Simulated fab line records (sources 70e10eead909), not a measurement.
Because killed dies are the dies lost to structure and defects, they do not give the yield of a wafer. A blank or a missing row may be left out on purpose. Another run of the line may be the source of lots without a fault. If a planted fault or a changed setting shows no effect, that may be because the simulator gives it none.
fab line records	flow nand_harc
record lots=15	wafers=45	last_day=35
route steps=1302 shown A_CHANNEL_HOLE_D1@482 THIN_TSV@1263 END@1302
lots that met no fault: from a run of the same line without faults
start_h: hours from the record's first day to the start of the lot's first wafer shown	wait_h: hours since the lot's step before	" repeats the value in the row above	L1.1+2: several wafers, shown together as one row	- value missing, or start not given	* or withheld: withheld	< > ~ a bound
route shown NAME@n: NAME is a module with steps in the file, n the number in the route of the first one	usual: the fault-free wafers' mean and standard deviation	same: alike in all rows	chamber/n: place in a boat	sites: readings site by site	_std_site: standard deviation of those values	_edge_site: mean of outer sites minus mean of inner sites	radius_mm: for every site, how far away it sits from the centre of the wafer	mask NAME#n: copy n	behind: tool/chamber where the wafer was last shaped	hold: why the lot was held/for how many hours/how that ended	device: whichever transistor did not switch (one of n, p or np)	end of line: the route-end tests of the same wafers	for a step that has no rows: nothing shown but its recipe	killed: dies lost to structure and defects at the first sort, not the wafer's yield	map: shows each die of a wafer: x if killed, . if not, _ if none is there
set.NAME: the setting that was run; set.NAME@STEP: the one run at that earlier step	model.NAME: the simulator's own value behind a step, which no gauge read
route steps across a sampled set of lots; one table per step, one row per wafer
services: a tool's chamber out of use, with start hour (start_h, from the record's first day; less than 0 if before it), hours out, and reason
## steps
# step NHARC_A_CHANNEL_HOLE_D1_STRIP_43
# recipe o2_flow_sccm=400	cos_flow_sccm=20	ar_flow_sccm=0	bias_w=0	chemistry=O2/COS
lot.wafer	tool	chamber	start_h	wait_h
L602.2+3+6	rie_diel-12	3,0,3	185.67	0.1
L603.4+1+5	rie_diel-12	3,1,0	190.57	0.1
L604.1+3+4	rie_diel-12	3,0,2	215.75	0.1
L606.1+4+6	rie_diel-04	2,0,3	228.62	0.0
L607.4+2+1	rie_diel-12	3,0,1	229.01	0.0
L608.4+6+5	rie_diel-12	3,1,2	242.73	0.1
L610.4+2+1	rie_diel-10	3,1,2	263.22	0.1
L609.2+5+6	rie_diel-04	1,2,3	263.58	0.1
L612.3+1+5	rie_diel-10	0,1,0	275.47	0.1
L613.3+2+6	rie_diel-12	3,0,0	301.32	0.1
L614.3+4+5	rie_diel-12	3,0,0	305.44	0.1
L621.3+5+6	rie_diel-04	2,2,3	385.60	0.1
L623.1+2+5	rie_diel-12	2,1,2	401.93	0.1
L624.3+1+2	rie_diel-10	2,3,0	406.36	0.1
L625.3+2+5	rie_diel-04	1,3,2	426.17	0.1
# step NHARC_THIN_TSV_ETCH_15
# recipe target_depth_a=30000	bosch_target_overetch_cycles=2	bosch_etch_step_s=2.8	bosch_dep_step_s=1.2	bosch_cycles=14
# usual drypump_motor_current_A=5.7/0.49
lot.wafer	tool	chamber	start_h	wait_h	drypump_motor_current_A	rf_hours_counter_h
L602.2	rie_si-02	2	551.92	-	5.7	0.59
L602.3	"	3	"	"	6.3	0.61
L602.6	"	1	"	"	5.9	-
L603.4	rie_si-06	3	563.00	-	6.5	0.71
L603.1	"	0	"	"	6.4	0.88
L603.5	"	3	"	"	6.5	-
L607.4	rie_si-05	3	569.59	-	5.6	0.45
L607.2	"	0	"	"	5.7	0.45
L607.1	"	1	"	"	4.8	0.46
L606.4	rie_si-02	0	579.61	-	5.0	0.72
L606.1	"	3	"	"	6.3	0.75
L606.6	"	0	"	"	5.0	-
L604.4	rie_si-05	3	580.94	-	5.6	0.52
L604.3	"	1	"	"	4.9	0.54
L604.1	"	2	"	"	5.0	0.55
L608.4	rie_si-06	2	595.05	-	6.0	0.96
L608.5	"	1	"	"	5.6	-
L608.6	"	2	"	"	6.0	-
L610.2	rie_si-02	0	607.07	-	5.0	0.93
L610.4	"	1	"	"	5.9	0.90
L610.1	"	2	"	"	5.7	0.87
L609.2	rie_si-02	0	624.46	-	5.0	1.04
L609.5	"	2	"	"	5.7	-
L609.6	"	3	"	"	6.3	-
L612.1	rie_si-06	1	642.27	-	5.6	0.34
L612.3	"	2	"	"	6.0	0.28
L612.5	"	1	"	"	5.6	-
L613.2	rie_si-02	0	651.22	-	5.0	0.05
L613.3	"	1	"	"	5.9	0.05
L613.6	"	3	"	"	6.3	-
L614.3	rie_si-05	0	652.39	-	5.7	1.04
L614.4	"	1	"	"	4.9	0.96
L614.5	"	3	"	"	5.6	-
L625.3	rie_si-02	1	801.26	-	5.9	0.76
L625.2	"	2	"	"	5.7	0.78
L625.5	"	1	"	"	5.9	-
# step NHARC_THIN_TSV_DEGAS_49
# recipe temp_c=300	time_s=120
# usual heater_power_w=458/45
lot.wafer	tool	chamber	start_h	wait_h	heater_power_w
L602.3	pvd_sputter-01	-	553.87	0.1	433
L602.2	"	-	"	"	505
L602.6	"	-	"	"	497
L603.1	pvd_sputter-02	-	564.97	0.1	486
L603.4	"	-	"	"	392
L603.5	"	-	"	"	535
L607.1	pvd_sputter-02	-	571.54	0.1	484
L607.4	"	-	"	"	382
L607.2	"	-	"	"	521
L606.1	pvd_sputter-01	-	581.60	0.1	450
L606.4	"	-	"	"	502
L606.6	"	-	"	"	464
L604.4	pvd_sputter-02	-	582.89	0.1	486
L604.1	"	-	"	"	392
L604.3	"	-	"	"	470
L608.4	pvd_sputter-02	-	597.10	0.1	383
L608.6	"	-	"	"	480
L608.5	"	-	"	"	534
L610.2	pvd_sputter-01	-	609.11	0.2	468
L610.4	"	-	"	"	426
L610.1	"	-	"	"	504
L609.2	pvd_sputter-02	-	626.57	0.1	478
L609.5	"	-	"	"	480
L609.6	"	-	"	"	534
L612.1	pvd_sputter-01	-	644.23	0.2	466
L612.3	"	-	"	"	439
L612.5	"	-	"	"	487
L613.3	pvd_sputter-01	-	653.16	0.1	472
L613.2	"	-	"	"	508
L613.6	"	-	"	"	460
L614.4	pvd_sputter-02	-	654.30	0.1	525
L614.3	"	-	"	"	473
L614.5	"	-	"	"	475
L625.3	pvd_sputter-03	-	803.21	0.1	400
L625.2	"	-	"	"	429
L625.5	"	-	"	"	402
# step NHARC_THIN_TSV_CD_MEAS_33
# recipe target_cd_nm=5000	landing_energy_ev=500
# usual cd_nm=5000.6/1.3
lot.wafer	tool	chamber	start_h	wait_h	cd_nm
L602.2	cd_sem-02	0	556.89	-	5000.8
L602.3	"	0	"	"	5001.2
L602.6	"	0	"	"	5000.6
L603.1	cd_sem-02	0	567.94	-	4999.8
L603.4	"	0	"	"	4999.5
L603.5	"	0	"	"	4998.9
L607.1	cd_sem-02	0	574.70	-	4998.8
L607.2	"	0	"	"	5002.3
L607.4	"	0	"	"	5001.3
L606.1	cd_sem-03	0	584.61	-	5001.8
L606.4	"	0	"	"	5000.6
L606.6	"	0	"	"	5000.9
L604.1	cd_sem-01	0	585.91	-	4998.6
L604.3	"	0	"	"	4999.2
L604.4	"	0	"	"	5001.8
L608.4	cd_sem-01	0	600.56	-	4999.2
L608.5	"	0	"	"	5001.1
L608.6	"	0	"	"	5000.5
L610.1	cd_sem-03	0	612.11	-	5000.6
L610.2	"	0	"	"	5000.4
L610.4	"	0	"	"	5003.5
L609.2	cd_sem-02	0	629.67	-	5000.1
L609.5	"	0	"	"	5000.4
L609.6	"	0	"	"	5000.4
L612.1	cd_sem-03	0	647.29	-	5002.1
L612.3	"	0	"	"	4999.9
L612.5	"	0	"	"	5004.4
L613.2	cd_sem-03	0	656.16	-	5000.5
L613.3	"	0	"	"	4999.9
L613.6	"	0	"	"	5000.4
L614.3	cd_sem-03	0	657.46	-	4999.4
L614.4	"	0	"	"	5001.3
L614.5	"	0	"	"	5002.9
L625.2	cd_sem-01	0	806.20	-	5001.7
L625.3	"	0	"	"	5001.1
L625.5	"	0	"	"	5002.3
# step NHARC_END_SORT_01
# recipe temp_c=25
# usual killed_at_array=44/16	killed_at_other=0.6/1.1	killed_at_periphery=3.9/2.6	killed_dies=48/16	killed_open=3.1/1.9	killed_short=2.4/1.8
# same gross_dies=677
lot.wafer	tool	chamber	start_h	wait_h	hold	killed_at_array	killed_at_other	killed_at_periphery	killed_dies	killed_open	killed_short
L602.2	prober-02	0	566.69	2.8	-	60	2	3	65	4	1
L602.3	prober-02	0	567.49	3.1	-	56	0	1	57	3	3
L602.6	prober-02	0	569.90	4.0	-	46	1	2	49	3	2
L603.1	prober-01	0	577.11	2.5	-	63	0	4	67	2	3
L603.4	prober-01	0	579.55	3.5	-	61	0	6	67	5	1
L603.5	prober-01	0	580.37	3.8	-	64	0	2	66	6	5
L607.1	prober-01	0	584.95	2.5	-	53	1	7	61	4	5
L607.2	prober-01	0	585.74	2.8	-	67	0	7	74	6	3
L607.4	prober-01	0	587.31	3.3	-	75	0	3	78	2	0
L604.1	prober-01	0	593.75	2.5	-	77	0	3	80	4	3
L604.3	prober-01	0	595.38	3.1	-	49	1	9	59	7	2
L604.4	prober-01	0	596.20	3.4	-	78	0	4	82	1	5
L606.1	prober-02	0	593.81	2.5	-	18	0	0	18	2	0
L606.4	prober-02	0	596.24	3.4	-	17	0	5	22	2	2
L606.6	prober-02	0	597.87	4.1	-	18	0	3	21	5	3
L608.4	prober-01	0	612.96	3.4	-	59	0	0	59	2	0
L608.5	prober-01	0	613.75	3.7	-	53	1	3	57	3	2
L608.6	prober-01	0	614.54	4.0	-	58	1	3	62	4	2
L610.1	prober-02	0	624.03	2.5	-	74	0	1	75	3	4
L610.2	prober-02	0	624.84	2.8	-	60	0	7	67	1	4
L610.4	prober-02	0	626.45	3.4	-	42	0	3	45	6	1
L609.2	prober-01	0	639.54	2.8	-	44	0	4	48	0	2
L609.5	prober-01	0	641.97	3.7	-	45	2	2	49	2	4
L609.6	prober-01	0	642.78	4.0	-	29	0	2	31	1	2
L612.1	prober-01	0	656.42	2.5	-	48	1	5	54	4	7
L612.3	prober-01	0	658.02	3.1	-	37	0	4	41	2	8
L612.5	prober-01	0	659.63	3.7	-	37	1	8	46	6	1
L613.2	prober-02	0	668.67	2.8	-	39	2	3	44	1	2
L613.3	prober-02	0	669.47	3.1	-	45	0	3	48	4	0
L613.6	prober-02	0	671.87	4.0	-	41	2	3	46	5	0
L614.3	prober-01	0	669.47	3.1	-	18	1	0	19	1	1
L614.4	prober-01	0	670.27	3.4	-	30	3	2	35	8	7
L614.5	prober-01	0	671.06	3.7	-	24	0	1	25	6	2
L621.3	prober-01	0	760.94	3.1	await_dispo/3.5h/scrap	670	3	4	677	4	0
L621.5	prober-01	0	762.54	3.7	await_dispo/3.5h/scrap	674	0	3	677	4	4
L621.6	prober-01	0	763.33	4.0	await_dispo/3.5h/scrap	674	0	3	677	0	2
L624.1	prober-02	0	780.09	2.5	await_dispo/6.4h/scrap	669	0	8	677	4	4
L624.2	prober-02	0	780.90	2.8	await_dispo/6.4h/scrap	674	0	3	677	0	1
L624.3	prober-02	0	781.70	3.1	await_dispo/6.4h/scrap	671	0	6	677	0	2
L623.1	prober-01	0	805.07	2.5	await_dispo/5.9h/scrap	673	0	4	677	0	1
L623.2	prober-01	0	805.86	2.8	await_dispo/5.9h/scrap	675	0	2	677	4	5
L623.5	prober-01	0	808.24	3.7	await_dispo/5.9h/scrap	675	1	1	677	5	4
L625.2	prober-01	0	825.95	2.8	-	48	0	2	50	5	1
L625.3	prober-01	0	826.75	3.1	-	53	0	2	55	2	1
L625.5	prober-01	0	828.36	3.7	-	45	1	2	48	2	3
# killed by level:class
L602.2 A_CHANNEL_HOLE_D1:chamber_film_flake=37 A_STAIRCASE:chamber_film_flake=9 A_CHANNEL_HOLE_D2:chamber_film_flake=4 A_DECK1_JOINT:chamber_film_flake=2 A_CHANNEL_FILL_D2:chamber_film_flake=2 A_CONTACT:chamber_film_flake=2 THIN_TSV:chamber_film_flake=2 P_CONTACT:geometric_particle:open=1
L602.3 A_CHANNEL_HOLE_D1:chamber_film_flake=30 A_STAIRCASE:chamber_film_flake=8 A_CHANNEL_HOLE_D2:chamber_film_flake=5 A_CONTACT:chamber_film_flake=3 A_CHANNEL_FILL_D1:geometric_particle:open=2 A_CHANNEL_FILL_D2:chamber_film_flake=2 A_SOURCE_PLATE:geometric_particle:open=1 A_SGD_CUT:geometric_particle:short=1
L602.6 A_CHANNEL_HOLE_D1:chamber_film_flake=33 A_STAIRCASE:chamber_film_flake=5 P_GATE:geometric_particle:open=1 A_DECK1_JOINT:geometric_particle:short=1 A_ONON_D2:geometric_particle:short=1 A_ONON_D2:geometric_particle:open=1 A_WL_FILL:geometric_particle:open=1 P_ZERO_WELL:chamber_film_flake=1
L603.1 A_CHANNEL_HOLE_D2:chamber_film_flake=29 A_CHANNEL_HOLE_D1:chamber_film_flake=19 A_DECK1_JOINT:chamber_film_flake=3 A_STAIRCASE:chamber_film_flake=3 P_BONDPAD:chamber_film_flake=2 A_WL_FILL:chamber_film_flake=2 A_CONTACT:chamber_film_flake=2 P_ZERO_WELL:geometric_particle:short=1
L603.4 A_CHANNEL_HOLE_D2:chamber_film_flake=26 A_CHANNEL_HOLE_D1:chamber_film_flake=24 P_STI:chamber_film_flake=3 A_DECK1_JOINT:chamber_film_flake=3 P_BONDPAD:chamber_film_flake=2 A_WL_FILL:chamber_film_flake=2 P_CONTACT:geometric_particle:open=1 A_CHANNEL_HOLE_D1:geometric_particle:short=1
L603.5 A_CHANNEL_HOLE_D2:chamber_film_flake=26 A_CHANNEL_HOLE_D1:chamber_film_flake=22 A_CHANNEL_FILL_D1:geometric_particle:open=2 A_CONTACT:geometric_particle:short=2 A_M0:geometric_particle:open=2 A_STAIRCASE:chamber_film_flake=2 A_WL_FILL:chamber_film_flake=2 P_CONTACT:geometric_particle:short=1
L607.1 A_CHANNEL_HOLE_D1:chamber_film_flake=18 A_CHANNEL_HOLE_D2:chamber_film_flake=11 A_SLIT:chamber_film_flake=11 A_CONTACT:chamber_film_flake=4 P_ZERO_WELL:chamber_film_flake=2 P_BONDPAD:chamber_film_flake=2 A_DECK1_JOINT:chamber_film_flake=2 P_CONTACT:geometric_particle:open=1
L607.2 A_CHANNEL_HOLE_D2:chamber_film_flake=26 A_CHANNEL_HOLE_D1:chamber_film_flake=20 A_SLIT:chamber_film_flake=11 A_CONTACT:chamber_film_flake=3 P_ZERO_WELL:chamber_film_flake=2 P_BONDPAD:chamber_film_flake=2 P_GATE:geometric_particle:open=1 P_CONTACT:geometric_particle:open=1
L607.4 A_CHANNEL_HOLE_D2:chamber_film_flake=32 A_CHANNEL_HOLE_D1:chamber_film_flake=18 A_SLIT:chamber_film_flake=16 A_STAIRCASE:chamber_film_flake=4 A_CONTACT:chamber_film_flake=3 P_GATE:chamber_film_flake=2 P_M0:geometric_particle:open=1 A_CHANNEL_HOLE_D1:geometric_particle:open=1
L604.1 A_CHANNEL_HOLE_D1:chamber_film_flake=26 A_CHANNEL_HOLE_D2:chamber_film_flake=25 A_SLIT:chamber_film_flake=14 A_CONTACT:chamber_film_flake=4 A_BLC:geometric_particle:open=2 P_M0:geometric_particle:short=1 A_ONON_D1:geometric_particle:short=1 A_CHANNEL_FILL_D2:geometric_particle:open=1
L606.1 A_CHANNEL_HOLE_D2:chamber_film_flake=6 A_CONTACT:chamber_film_flake=4 A_CHANNEL_HOLE_D1:chamber_film_flake=3 A_STAIRCASE:chamber_film_flake=3 A_BLC:geometric_particle:open=1 A_M1:geometric_particle:open=1
L604.3 A_SLIT:chamber_film_flake=15 A_CHANNEL_HOLE_D2:chamber_film_flake=14 A_CHANNEL_HOLE_D1:chamber_film_flake=9 P_GATE:chamber_film_flake=6 A_CONTACT:geometric_particle:open=2 A_CONTACT:chamber_film_flake=2 P_GATE:geometric_particle:open=1 A_CHANNEL_HOLE_D1:geometric_particle:open=1
L604.4 A_CHANNEL_HOLE_D2:chamber_film_flake=28 A_CHANNEL_HOLE_D1:chamber_film_flake=20 A_SLIT:chamber_film_flake=18 A_CONTACT:chamber_film_flake=4 A_CHANNEL_FILL_D2:geometric_particle:short=2 A_SOURCE_PLATE:geometric_particle:open=1 A_SOURCE_PLATE:geometric_particle:short=1 A_CHANNEL_FILL_D1:geometric_particle:short=1
L606.4 A_CHANNEL_HOLE_D2:chamber_film_flake=9 A_WL_FILL:chamber_film_flake=3 P_GATE:chamber_film_flake=2 A_ZERO_WELL:chamber_film_flake=2 P_CONTACT:geometric_particle:short=1 P_CONTACT:chamber_film_flake=1 P_M1:geometric_particle:open=1 A_ONON_D2:geometric_particle:short=1
L606.6 A_CHANNEL_HOLE_D2:chamber_film_flake=8 A_M0:geometric_particle:open=2 A_CONTACT:chamber_film_flake=2 P_CONTACT:geometric_particle:open=1 P_CONTACT:geometric_particle:short=1 A_SOURCE_PLATE:geometric_particle:open=1 A_ONON_D1:geometric_particle:open=1 A_ONON_D2:geometric_particle:short=1
L608.4 A_CHANNEL_HOLE_D2:chamber_film_flake=39 A_SLIT:chamber_film_flake=14 A_WL_FILL:chamber_film_flake=3 A_M0:geometric_particle:open=1 A_M1:geometric_particle:open=1 A_STAIRCASE:chamber_film_flake=1
L608.5 A_CHANNEL_HOLE_D2:chamber_film_flake=25 A_SLIT:chamber_film_flake=17 A_STAIRCASE:chamber_film_flake=5 A_CONTACT:chamber_film_flake=2 P_CONTACT:geometric_particle:short=1 P_CONTACT:geometric_particle:open=1 A_CHANNEL_HOLE_D1:geometric_particle:open=1 A_BLC:chamber_film_flake=1
L608.6 A_CHANNEL_HOLE_D2:chamber_film_flake=35 A_SLIT:chamber_film_flake=13 A_STAIRCASE:chamber_film_flake=3 P_M0:geometric_particle:open=2 P_M0:geometric_particle:short=1 A_CHANNEL_FILL_D1:geometric_particle:short=1 A_ONON_D2:geometric_particle:open=1 A_CHANNEL_FILL_D2:geometric_particle:open=1
L610.1 A_CHANNEL_HOLE_D1:chamber_film_flake=29 A_CHANNEL_HOLE_D2:chamber_film_flake=19 A_CONTACT:chamber_film_flake=8 A_STAIRCASE:chamber_film_flake=4 A_SGD_CUT:chamber_film_flake=4 A_M0:chamber_film_flake=3 A_ONON_D2:geometric_particle:short=2 P_M0:geometric_particle:open=1
L610.2 A_CHANNEL_HOLE_D2:chamber_film_flake=29 A_CHANNEL_HOLE_D1:chamber_film_flake=16 A_CONTACT:chamber_film_flake=5 A_STAIRCASE:chamber_film_flake=4 P_ZERO_WELL:chamber_film_flake=3 P_M1:chamber_film_flake=2 A_WL_FILL:chamber_film_flake=2 P_CONTACT:geometric_particle:open=1
L610.4 A_CHANNEL_HOLE_D1:chamber_film_flake=12 A_CHANNEL_HOLE_D2:chamber_film_flake=12 A_STAIRCASE:chamber_film_flake=4 A_CONTACT:chamber_film_flake=4 A_CHANNEL_FILL_D2:geometric_particle:open=2 A_SOURCE_PLATE:geometric_particle:short=1 A_SOURCE_PLATE:geometric_particle:open=1 A_SGD_CUT:geometric_particle:open=1
L609.2 A_SLIT:chamber_film_flake=15 A_CHANNEL_HOLE_D2:chamber_film_flake=9 A_SGD_CUT:chamber_film_flake=4 A_CONTACT:chamber_film_flake=4 A_CHANNEL_HOLE_D1:chamber_film_flake=3 A_STAIRCASE:chamber_film_flake=3 A_CHANNEL_FILL_D1:geometric_particle:short=2 P_GATE:chamber_film_flake=2
L609.5 A_SLIT:chamber_film_flake=15 A_CHANNEL_HOLE_D2:chamber_film_flake=8 A_STAIRCASE:chamber_film_flake=4 A_CONTACT:chamber_film_flake=4 A_ONON_D1:geometric_particle:short=2 A_CHANNEL_HOLE_D1:chamber_film_flake=2 A_SGD_CUT:chamber_film_flake=2 A_WL_FILL:chamber_film_flake=2
L609.6 A_SLIT:chamber_film_flake=14 A_STAIRCASE:chamber_film_flake=5 A_WL_FILL:chamber_film_flake=3 A_CHANNEL_HOLE_D1:chamber_film_flake=2 A_CHANNEL_HOLE_D2:chamber_film_flake=2 P_GATE:geometric_particle:open=1 A_SGD_CUT:geometric_particle:short=1 A_WL_FILL:geometric_particle:short=1
L612.1 A_SLIT:chamber_film_flake=18 A_CHANNEL_HOLE_D2:chamber_film_flake=12 A_STAIRCASE:chamber_film_flake=5 A_M0:geometric_particle:short=2 A_ONON_D2:geometric_particle:open=2 P_M0:chamber_film_flake=2 A_CHANNEL_HOLE_D1:chamber_film_flake=2 P_CONTACT:geometric_particle:short=1
L612.3 A_SLIT:chamber_film_flake=12 A_CHANNEL_HOLE_D2:chamber_film_flake=5 A_STAIRCASE:chamber_film_flake=3 A_DECK1_JOINT:geometric_particle:short=2 A_WL_FILL:geometric_particle:short=2 P_M2:chamber_film_flake=2 A_CONTACT:chamber_film_flake=2 A_M0:chamber_film_flake=2
L612.5 A_SLIT:chamber_film_flake=16 A_CHANNEL_HOLE_D2:chamber_film_flake=6 A_CHANNEL_HOLE_D1:chamber_film_flake=5 P_M2:chamber_film_flake=4 A_CONTACT:chamber_film_flake=3 P_M0:geometric_particle:open=1 A_ONON_D1:geometric_particle:open=1 A_DECK1_JOINT:geometric_particle:open=1
L613.2 A_SLIT:chamber_film_flake=14 A_CHANNEL_HOLE_D2:chamber_film_flake=12 A_STAIRCASE:chamber_film_flake=5 P_ZERO_WELL:chamber_film_flake=2 THIN_TSV:chamber_film_flake=2 P_M0:geometric_particle:open=1 A_SOURCE_PLATE:geometric_particle:short=1 A_M1:geometric_particle:short=1
L614.3 A_CHANNEL_HOLE_D1:chamber_film_flake=5 A_STAIRCASE:chamber_film_flake=4 A_SLIT:chamber_film_flake=2 A_WL_FILL:chamber_film_flake=2 A_CHANNEL_FILL_D2:geometric_particle:short=1 STARTING-WAFER:geometric_particle:open=1 A_ZERO_WELL:chamber_film_flake=1 A_CHANNEL_FILL_D1:chamber_film_flake=1
L613.3 A_SLIT:chamber_film_flake=16 A_CHANNEL_HOLE_D2:chamber_film_flake=8 A_CHANNEL_HOLE_D1:chamber_film_flake=7 A_STAIRCASE:chamber_film_flake=6 P_ZERO_WELL:chamber_film_flake=2 A_CONTACT:chamber_film_flake=2 P_CONTACT:geometric_particle:open=1 A_ONON_D2:geometric_particle:open=1
L614.4 A_CHANNEL_HOLE_D1:chamber_film_flake=6 A_CHANNEL_FILL_D1:chamber_film_flake=3 A_CHANNEL_FILL_D1:geometric_particle:short=2 A_ONON_D2:geometric_particle:short=2 A_CHANNEL_HOLE_D2:chamber_film_flake=2 A_STAIRCASE:chamber_film_flake=2 A_SLIT:chamber_film_flake=2 A_CONTACT:chamber_film_flake=2
L614.5 A_CHANNEL_HOLE_D1:chamber_film_flake=6 A_CONTACT:chamber_film_flake=6 A_SLIT:chamber_film_flake=3 A_STAIRCASE:chamber_film_flake=2 P_M1:geometric_particle:short=1 A_SOURCE_PLATE:geometric_particle:open=1 A_ONON_D1:geometric_particle:open=1 A_ONON_D1:geometric_particle:short=1
L613.6 A_SLIT:chamber_film_flake=15 A_CHANNEL_HOLE_D2:chamber_film_flake=6 A_CONTACT:chamber_film_flake=6 A_STAIRCASE:chamber_film_flake=5 A_CHANNEL_HOLE_D1:chamber_film_flake=3 P_ZERO_WELL:chamber_film_flake=2 THIN_TSV:chamber_film_flake=2 P_M0:geometric_particle:open=1
L621.3 A_CHANNEL_HOLE_D1:area_strip=630 A_CHANNEL_HOLE_D2:chamber_film_flake=15 A_CHANNEL_HOLE_D1:chamber_film_flake=10 A_CONTACT:chamber_film_flake=7 THIN_TSV:chamber_film_flake=3 A_WL_FILL:chamber_film_flake=2 P_STI:geometric_particle:open=1 P_CONTACT:geometric_particle:open=1
L621.5 A_CHANNEL_HOLE_D1:area_strip=634 A_CHANNEL_HOLE_D1:chamber_film_flake=11 A_CHANNEL_HOLE_D2:chamber_film_flake=11 A_SLIT:chamber_film_flake=4 A_CONTACT:chamber_film_flake=4 A_SGD_CUT:geometric_particle:open=2 A_M0:geometric_particle:short=2 P_GATE:chamber_film_flake=2
L621.6 A_CHANNEL_HOLE_D1:area_strip=633 A_CHANNEL_HOLE_D2:chamber_film_flake=15 A_CONTACT:chamber_film_flake=8 A_CHANNEL_HOLE_D1:chamber_film_flake=7 A_SLIT:chamber_film_flake=5 A_WL_FILL:chamber_film_flake=2 A_DECK1_JOINT:geometric_particle:short=1 A_ONON_D2:geometric_particle:short=1
L624.1 A_CHANNEL_HOLE_D1:area_strip=634 A_CHANNEL_HOLE_D2:chamber_film_flake=13 A_STAIRCASE:chamber_film_flake=5 A_CONTACT:chamber_film_flake=5 A_SLIT:chamber_film_flake=4 P_GATE:chamber_film_flake=2 P_BONDPAD:chamber_film_flake=2 P_ZERO_WELL:geometric_particle:short=1
L624.2 A_CHANNEL_HOLE_D1:area_strip=629 A_CHANNEL_HOLE_D2:chamber_film_flake=18 A_SLIT:chamber_film_flake=12 A_CONTACT:chamber_film_flake=10 P_BONDPAD:chamber_film_flake=2 A_ZERO_WELL:chamber_film_flake=2 A_STAIRCASE:chamber_film_flake=2 A_SGD_CUT:geometric_particle:short=1
L624.3 A_CHANNEL_HOLE_D1:area_strip=629 A_CHANNEL_HOLE_D2:chamber_film_flake=15 A_CONTACT:chamber_film_flake=10 A_SLIT:chamber_film_flake=8 P_GATE:chamber_film_flake=3 A_CHANNEL_HOLE_D1:chamber_film_flake=3 A_STAIRCASE:chamber_film_flake=3 P_CONTACT:chamber_film_flake=2
L623.1 A_CHANNEL_HOLE_D1:area_strip=637 A_CHANNEL_HOLE_D1:chamber_film_flake=16 A_SLIT:chamber_film_flake=16 P_M2:chamber_film_flake=4 A_CONTACT:chamber_film_flake=3 A_ONON_D1:geometric_particle:short=1
L623.2 A_CHANNEL_HOLE_D1:area_strip=644 A_SLIT:chamber_film_flake=13 A_CHANNEL_HOLE_D1:chamber_film_flake=4 A_CONTACT:chamber_film_flake=3 A_STAIRCASE:chamber_film_flake=2 P_STI:geometric_particle:short=1 A_ONON_D1:geometric_particle:open=1 A_CHANNEL_FILL_D1:geometric_particle:short=1
L623.5 A_CHANNEL_HOLE_D1:area_strip=633 A_SLIT:chamber_film_flake=19 A_CHANNEL_HOLE_D1:chamber_film_flake=11 A_CONTACT:chamber_film_flake=3 A_STAIRCASE:chamber_film_flake=2 P_M2:geometric_particle:short=1 A_ONON_D2:geometric_particle:short=1 A_ONON_D2:geometric_particle:open=1
L625.2 A_CHANNEL_HOLE_D1:chamber_film_flake=16 A_SLIT:chamber_film_flake=15 A_CONTACT:chamber_film_flake=6 A_CHANNEL_HOLE_D2:chamber_film_flake=3 A_WL_FILL:chamber_film_flake=3 A_CHANNEL_FILL_D1:geometric_particle:open=2 P_CONTACT:geometric_particle:short=1 P_M1:geometric_particle:open=1
L625.3 A_SLIT:chamber_film_flake=17 A_CHANNEL_HOLE_D1:chamber_film_flake=16 A_CONTACT:chamber_film_flake=10 A_ZERO_WELL:chamber_film_flake=2 A_CHANNEL_HOLE_D2:chamber_film_flake=2 A_WL_FILL:chamber_film_flake=2 P_GATE:geometric_particle:short=1 A_CHANNEL_FILL_D1:geometric_particle:open=1
L625.5 A_SLIT:chamber_film_flake=20 A_CHANNEL_HOLE_D1:chamber_film_flake=10 A_CONTACT:chamber_film_flake=6 A_CHANNEL_HOLE_D2:chamber_film_flake=4 P_CONTACT:geometric_particle:open=1 A_ONON_D2:geometric_particle:short=1 A_CHANNEL_FILL_D2:geometric_particle:short=1 A_WL_FILL:geometric_particle:short=1
## services
tool	chamber	start_h	hours	kind
rie_si-02	2	181.20	1.5	repair
rie_diel-12	1	219.83	6.2	repair
rie_diel-12	2	231.31	7.1	repair
rie_diel-12	3	232.37	7.8	repair
rie_diel-12	1	237.71	3.6	repair
rie_diel-12	-	268.40	9.0	pm
rie_si-02	-	277.00	9.0	pm
pvd_sputter-02	-	282.06	10.0	pm
rie_si-02	2	320.35	8.7	repair
rie_diel-12	1	333.23	5.4	repair
rie_diel-12	1	383.32	3.0	repair
pvd_sputter-02	-	433.05	3.0	repair
rie_diel-12	-	445.40	9.0	pm
rie_si-02	-	454.00	9.0	pm
pvd_sputter-02	-	460.06	10.0	pm
rie_diel-12	2	490.35	33.6	repair
rie_si-02	-	514.95	0.3	repair
pvd_sputter-02	-	544.66	4.3	repair
rie_diel-12	3	601.11	15.8	repair
rie_diel-12	-	622.40	9.0	pm
rie_si-02	-	631.00	9.0	pm
pvd_sputter-02	-	638.06	10.0	pm
rie_si-02	0	681.87	1.5	repair
rie_diel-12	-	799.40	9.0	pm
## key
first_sign step=NHARC_END_SORT_01	reading=killed_at_array	direction=up	sigmas=40	usual=44	struck=673
effect step=NHARC_END_SORT_01	reading=killed_dies	direction=up	sigmas=39	usual=48	struck=677
more_kills_born_at NHARC_A_CHANNEL_HOLE_D1_STRIP_43@rie_diel-12=1914	NHARC_A_CHANNEL_HOLE_D1_STRIP_43@rie_diel-04=1897	NHARC_A_CHANNEL_HOLE_D1_STRIP_43@rie_diel-10=1892
met_at NHARC_A_CHANNEL_HOLE_D1_STRIP_43
struck_lots L621,L623,L624
later_rows_left_out L621.3,L621.5,L621.6,L623.1,L623.2,L623.5,L624.1,L624.2,L624.3
tester_left_out L621,L623,L624
not_acting_at NHARC_THIN_TSV_ETCH_15,NHARC_THIN_TSV_DEGAS_49,NHARC_THIN_TSV_CD_MEAS_33
onset_between 305.44 385.60
fault kind=skipped_step_whole	tool=rie_diel-04,rie_diel-10,rie_diel-12	chamber=-	onset_h=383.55	steps=NHARC_A_CHANNEL_HOLE_D1_STRIP_43	scope=struck_lots_only
# tester_left_out: of these lots the tester's yield and bins aren't shown, on N5 and GAA mostly nor the transistor test; their killed dies are dies lost to structure and defects alone, not to doping, threshold or leakage, so they don't give the yield
# later_rows_left_out: the simulator's readings of these wafers behind a module that went badly wrong aren't trusted and aren't shown, but for the sort
